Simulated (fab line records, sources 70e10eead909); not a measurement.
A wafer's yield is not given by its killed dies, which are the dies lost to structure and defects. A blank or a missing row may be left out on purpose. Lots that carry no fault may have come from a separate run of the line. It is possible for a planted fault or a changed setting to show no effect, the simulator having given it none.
Comparing a struck lot with a sound one ; flow nandHarc ; 15 steps out of a route of 1159
Sound: these wafers, L382.4, L382.5, L382.6. Wafers struck: L374.2, L374.5, L374.6. At the end, the cause is stated.
Per side, at each step with rows, come the tool, then ch with its chambers, and then its first start. Under that, the readings that differ: sound wafers ; struck wafers ; difference of the means ; sigmas: that difference in standard deviations of wafers without a fault.
alike: words and numbers the same on both sides, and readings whose means are apart by under 2 such deviations; not compared: readings that were withheld, readings missing a value for some wafer, numbers with overlapping values and no deviation given by the record, and bounds like >300 which may hide the same value.
The two part at a step that has a row with sigmas, a row that says differs or no value, or rows on one side only. Non-overlapping numbers with no deviation appear without sigmas and do not part them. Lack of a reading on every wafer of one side parts them only where that side has two or more wafers.

NHARC_P_GATE_INSPECT_28:
  struck on defectInspect-02, day 7 06:11; sound on defectInspect-01, day 9 07:01
  alike: rawDefectCount
NHARC_P_GATE_DESCUM_31: chemistry O2, time 3 s.
  sound on rieDiel-07 ch 0,1, day 9 07:05; struck on rieDiel-07 ch 0,1,3, day 7 06:17
  alike: drypumpMotorCurrentA, oesProductAu, rfVppV, showerheadPlenumPTorr, throttleValvePct
  not compared: rfHoursCounterH
then, 1 step without rows for these wafers: NHARC_P_GATE_ETCH_104 (etches the open film in CF4/CHF3, target depth 60 nm).
NHARC_P_GATE_HM_OPEN_105: chemistry O2/COS, target depth 360 nm.
  sound on rieDiel-07 ch 0,1,3; struck on rieDiel-07 ch 1,2
  alike: biasW, drypumpMotorCurrentA, oesProductAu, rfFwdPowerW, rfVppV, showerheadPlenumPTorr, throttleValvePct
  not compared: rfHoursCounterH
then, 1 step without rows for these wafers: NHARC_P_GATE_STRIP_106 (strips in O2/COS).
NHARC_P_GATE_ETCH_114: etches the open film in CF4/O2, target depth 30 nm, overetch 3 nm, time 16.5 s.
  sound on rieDiel-07 ch 0,1,3; struck on rieDiel-07 ch 1,2
  alike: biasW, cf4FlowSccm, drypumpMotorCurrentA, oes_f_703_au, oesProductAu, rfFwdPowerW, rfVppV, showerheadPlenumPTorr, throttleValvePct
  not compared: rfHoursCounterH
NHARC_P_GATE_ETCH_32: etches the open film in HBr/Cl2, target depth 150 nm, time 100.1 s.
  sound on rieSi-01 ch 0,3, day 9 07:33; struck on rieSi-06 ch 2,3, day 7 06:49
  alike: biasW, drypumpMotorCurrentA, mfcCl2Sccm, oesProductAu, rfFwdPowerW, throttleValvePct
  not compared: rfHoursCounterH
NHARC_P_GATE_STRIP_108: strips in O2.
  sound on rieDiel-11 ch 1,2, day 9 07:43; struck on rieDiel-07 ch 0,1,3, day 7 07:00
reading;sound;struck;difference;sigmas
showerheadPlenumPTorr (Torr);3.81 3.61 3.81;3.38 3.40 3.59;-0.29;-2
  alike: drypumpMotorCurrentA, oesProductAu, rfVppV, throttleValvePct
  not compared: rfHoursCounterH
NHARC_P_GATE_CD_MEAS_33:
  struck on cdSem-03, day 7 07:08; sound on cdSem-01, day 9 07:53
  alike: cdNm
then, 3 steps without rows for these wafers: NHARC_P_GATE_STRIP_35 (strips in SPM, time 600 s); NHARC_P_GATE_PRECLEAN_73 (cleans in SC1); NHARC_P_GATE_SRD_74.
NHARC_P_GATE_ALD_36: deposits SiNx, target thk 20 nm, pulse time 60 s, ald cycles 223.
  sound on aldSin-02 ch 1,2, day 9 08:20; struck on aldSin-04 ch 1,2, day 7 08:40
  no value came back on the struck wafers for aldCycles, heaterPowerOuterW (W), heaterPowerW (W), precursorPulseHeightRel; on the sound wafers aldCycles reads 223 223 223
then, 1 step without rows for these wafers: NHARC_P_GATE_ETCHBACK_37 (etches the open film in CHF3/O2, target depth 34.5 nm, time 17.2 s).
-- jump in the record: it breaks off in module P_GATE and resumes in module END (first step shown: number 1159 of the route), and 15 days separate the struck wafers' starts before and after --
NHARC_END_SORT_01:
  sound on prober-02 ch 0, day 23 22:10; struck on prober-01 ch 0, day 22 05:29
reading;sound;struck;difference;sigmas
hold;- - -;awaitDispo/2.4h/scrap awaitDispo/2.4h/scrap awaitDispo/2.4h/scrap;no value on the sound wafers;
killedAtArray;51 39 48;19 31 18;-23;-2
killedAtPeriphery;6 7 2;657 645 659;+649;+99 or more
killedDies;60 47 53;677 677 677;+624;+57
  alike: killedAtOther, killedOpen, killedShort

## WHERE THEY PART
Last at NHARC_END_SORT_01 as far as this record goes, first at NHARC_P_GATE_STRIP_108.

WHY: what had been put in by the simulator
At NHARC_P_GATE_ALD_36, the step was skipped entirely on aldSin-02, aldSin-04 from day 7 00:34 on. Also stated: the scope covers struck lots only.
